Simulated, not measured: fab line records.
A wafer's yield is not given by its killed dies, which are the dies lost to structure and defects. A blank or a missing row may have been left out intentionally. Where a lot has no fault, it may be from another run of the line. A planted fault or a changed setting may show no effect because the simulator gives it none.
A struck lot beside a sound one ; flow nandHarc ; 18 out of 1302 route steps
Sound: the wafers L322.2, L322.5, L322.6. Struck: wafer L335.5 (L335.1, L335.3, from the same lot, were not struck and are left out); the cause is given at the end.
Per side, at each step with rows, come the tool, then ch with its chambers, and then its first start. Under that, the readings that differ: sound wafers ; struck wafers ; difference of the means ; sigmas: that difference in standard deviations of wafers without a fault.
alike: words and numbers the same on both sides, and readings whose means are apart by under 2 such deviations; not compared: readings that were withheld, readings missing a value for some wafer, numbers with overlapping values and no deviation given by the record, and bounds like >300 which may hide the same value.
The two part at a step that has a row with sigmas, a row that says differs or no value, or rows on one side only. Numbers that have no deviation but don't overlap get no sigmas and don't part them. A reading that every wafer of one side lacks parts them only if that side has two wafers or more.

first, 9 steps without rows for these wafers: NHARC_THIN_TSV_PVD_24 (deposits Al, target thk 800 nm); NHARC_THIN_TSV_DEHYDRATE_25 (time 120 s); NHARC_THIN_TSV_HMDS_26 (time 30 s); NHARC_THIN_TSV_COAT_27; NHARC_THIN_TSV_SOFTBAKE_28 (time 95 s); NHARC_THIN_TSV_EBR_29; NHARC_THIN_TSV_EXPOSE_30 (exposes mask PAD); NHARC_THIN_TSV_PEB_31 (peb time 85 s); NHARC_THIN_TSV_DEVELOP_32 (time 70 s).
NHARC_THIN_TSV_CD_MEAS_33 targets a cd of 5000 nm.
  sound on cdSem-01 ch 0, day 26 20:19; struck on cdSem-01 ch 0, day 32 09:07
  alike: cdNm
then, 1 step without rows for these wafers: NHARC_THIN_TSV_HARDBAKE_34 (time 80 s).
NHARC_THIN_TSV_DESCUM_35: chemistry O2, time 3 s.
  sound on rieDiel-02 ch 0,1,2, day 26 20:31; struck on rieDiel-04 ch 0, day 32 09:17
  alike: drypumpMotorCurrentA, oesProductAu, rfVppV, showerheadPlenumPTorr, throttleValvePct
  not compared: rfHoursCounterH
NHARC_THIN_TSV_ETCH_59: etches the open film in Cl2/BCl3, target depth 880 nm, time 138.1 s.
  sound on rieMetal-03 ch 0,1, day 26 20:38; struck on rieMetal-03 ch 0, day 32 09:28
reading;sound;struck;difference;sigmas
oesProductAu (a.u.);1.015 1.007 1.008;1.410;+0.400;+56
  alike: drypumpMotorCurrentA, throttleValvePct
  not compared: rfHoursCounterH
NHARC_THIN_TSV_ETCH_36: etches the open film in Cl2/BCl3, target depth 65 nm, time 18.571 s.
  sound on rieMetal-03 ch 0,1, day 26 20:52; struck on rieMetal-03 ch 0, day 32 09:42
  alike: drypumpMotorCurrentA, oesProductAu
  not compared: rfHoursCounterH
NHARC_THIN_TSV_STRIP_56: strips in O2.
  sound on plasmaAsher-01 ch 0,1, day 26 20:58; struck on plasmaAsher-02 ch 1, day 32 09:50
  alike: drypumpMotorCurrentA, heaterPowerW, rfReflPowerW
  not compared: rfHoursCounterH
then, 1 step without rows for these wafers: NHARC_THIN_TSV_STRIP_57 (strips in post etch residue remover, time 1200 s).
NHARC_THIN_TSV_CD_MEAS_37:
  sound on cdSem-03, day 26 21:46; struck on cdSem-02, day 32 10:35
reading;sound;struck;difference;sigmas
cdNm (nm);4998.9 4997.5 4999.7;4977.0;-21.7;-9
then, 1 step without rows for these wafers: NHARC_THIN_TSV_ANNEAL_58 (time 1800 s).

== WHERE THEY PART ==
Earliest at NHARC_THIN_TSV_ETCH_59; latest, in this record, at NHARC_THIN_TSV_CD_MEAS_37.

WHY: whatever the simulator had introduced
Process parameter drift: rieMetal-03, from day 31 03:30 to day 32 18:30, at NHARC_THIN_TSV_ETCH_59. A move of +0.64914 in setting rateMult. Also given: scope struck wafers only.
